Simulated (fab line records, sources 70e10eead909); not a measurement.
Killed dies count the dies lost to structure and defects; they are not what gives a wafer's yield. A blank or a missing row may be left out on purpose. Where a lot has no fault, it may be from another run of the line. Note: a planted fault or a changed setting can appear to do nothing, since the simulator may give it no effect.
Which tool was responsible? || flow nand-harc || Sampling: 6 lots, 18 wafers, 3 of 1159 route steps

## WHAT THE GAUGES READ, wafer by wafer
NHARC_P_STI_OCD_MEAS_17.
{"lot": "L426", "measured": "day 2 15:17", "on": "ocd-01", "trench-depth-nm (nm)": "299 304 310"}
{"lot": "L429", "measured": "day 3 11:27", "on": "ocd-02", "trench-depth-nm (nm)": "300 296 298"}
{"lot": "L431", "measured": "day 3 23:29", "on": "ocd-02", "trench-depth-nm (nm)": "305 292 291"}
{"lot": "L437", "measured": "day 5 13:07", "on": "ocd-01", "trench-depth-nm (nm)": "297 294 292"}
{"lot": "L445", "measured": "day 7 14:41", "on": "ocd-02", "trench-depth-nm (nm)": "283 294 286"}
{"lot": "L447", "measured": "day 8 00:40", "on": "ocd-02", "trench-depth-nm (nm)": "294 294 301"}

## TOOL THAT RAN EACH LOT (tool first, then ch and the chambers of the sampled wafers, then the start)
{"lot": "L426", "NHARC_P_STI_ETCH_31": "rie-diel-10 ch 0,2,3, day 2 15:02 or earlier", "NHARC_P_STI_ETCH_15": "rie-si-03 ch 0,2,3, day 2 15:02"}
{"lot": "L429", "NHARC_P_STI_ETCH_31": "rie-diel-10 ch 2,3, day 3 11:12 or earlier", "NHARC_P_STI_ETCH_15": "rie-si-03 ch 2,3, day 3 11:12"}
{"lot": "L431", "NHARC_P_STI_ETCH_31": "rie-diel-10 ch 0,2,3, day 3 23:17 or earlier", "NHARC_P_STI_ETCH_15": "rie-si-05 ch 1,2,3, day 3 23:17"}
{"lot": "L437", "NHARC_P_STI_ETCH_31": "rie-diel-10 ch 0,2, day 5 12:52 or earlier", "NHARC_P_STI_ETCH_15": "rie-si-03 ch 1,3, day 5 12:52"}
{"lot": "L445", "NHARC_P_STI_ETCH_31": "rie-diel-10 ch 1,2,3, day 7 14:26 or earlier", "NHARC_P_STI_ETCH_15": "rie-si-05 ch 0,2,3, day 7 14:26"}
{"lot": "L447", "NHARC_P_STI_ETCH_31": "rie-diel-06 ch 0,2,3, day 8 00:26 or earlier", "NHARC_P_STI_ETCH_15": "rie-si-05 ch 0,1,2, day 8 00:26"}
- NHARC_P_STI_ETCH_31: etches the open film in CF4/CHF3, target depth 108.9 nm, time 54.5 s.
- NHARC_P_STI_ETCH_15: etches the open film in HBr/Cl2, target depth 300 nm, time 100.1 s.

## THE ANSWER, worked out from the rows above alone
Rule: the usual values come from the lots themselves. Put in order of their means at a reading, lots are off if they are a third of the lots or fewer, leave a main group of 4 or more, and stand apart from it by a gap of 3 or more times the standard deviation of the main group's means; of several such gaps the widest counts. A main group is skipped when, at the precision printed for the reading in the tables above, its means are all equal. A lot without any number at a reading at which 4 lots or more have one is off too. Where the step has rows for the other lots, those lots are counted as sound.
No lot is off on any of the readings shown, so nothing can be concluded from this.

## WHAT THE SIMULATOR HAD PUT IN
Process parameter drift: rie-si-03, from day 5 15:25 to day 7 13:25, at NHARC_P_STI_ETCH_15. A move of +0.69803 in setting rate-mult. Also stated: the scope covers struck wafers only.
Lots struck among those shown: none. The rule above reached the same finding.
